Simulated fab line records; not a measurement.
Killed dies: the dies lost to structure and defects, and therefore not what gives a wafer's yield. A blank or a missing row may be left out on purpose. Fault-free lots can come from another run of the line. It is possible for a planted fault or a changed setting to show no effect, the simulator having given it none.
Matching of chambers -- flow n5Finfet -- N5_MOL_CONTACT_COAG_ALD_133 on aldSin-04: 4 sister chambers
The step deposits SiO2, target thk 5 nm, pulse time 1 s, co reactant pulse time 1 s. 14 wafers are shown with their chamber, then 7 later ones without.

== WAFERS PAIRED WITH THEIR CHAMBERS ==
wafer,chamber,heaterPowerW (W),precursorPulseHeightRel
L074.1,0,78,1.048
L074.2,2,78,1.019
L074.3,3,89,1.019
L075.1,3,90,0.987
L075.4,2,78,0.998
L075.5,0,76,1.001
L079.3,1,84,0.974
L079.4,0,78,1.001
L079.6,3,90,0.998
L086.1,3,93,1.011
L086.4,1,84,0.973
L086.5,1,82,0.978
L087.1,1,83,1.039
L087.5,2,79,1.013

SIGNATURES (means of the wafers above)
reading,chamber 0,chamber 1,chamber 2,chamber 3,scatter within a chamber
heaterPowerW,77.33,83.25,78.33,90.50,1.23
precursorPulseHeightRel,1.01667,0.99100,1.01000,1.00375,0.0232
Rule: a wafer's distance from a chamber is the root of the sum, over the readings, of the square of ((its reading less the chamber's mean) divided by the reading's scatter). If the next closest chamber is less than 2 further off than the closest, the wafer can't be placed; otherwise it belongs to the closest. The scatter: take each reading less its chamber's mean, square it, sum over the shown wafers, divide by the number of wafers less the number of chambers, and take the root.

== WAFERS WHOSE CHAMBER IS MISSING ==
wafer,heaterPowerW (W),precursorPulseHeightRel
L087.6,83,0.985
L088.1,84,0.995
L088.2,77,0.984
L088.5,77,0.984
L090.1,78,1.006
L090.4,85,1.013
L090.5,76,1.013

== CHAMBER TAKEN BY EACH ==
wafer,from the rows above,in truth
L087.6,1,1
L088.1,1,1
L088.2,can't be placed: 0 or 2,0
L088.5,can't be placed: 0 or 2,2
L090.1,can't be placed: 2 or 0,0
L090.4,1,1
L090.5,can't be placed: 0 or 2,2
Correct placement for 3 of the 7. Unplaceable from these rows: 4, with the true chamber sitting among the candidates in 4. 0 placed wrongly.
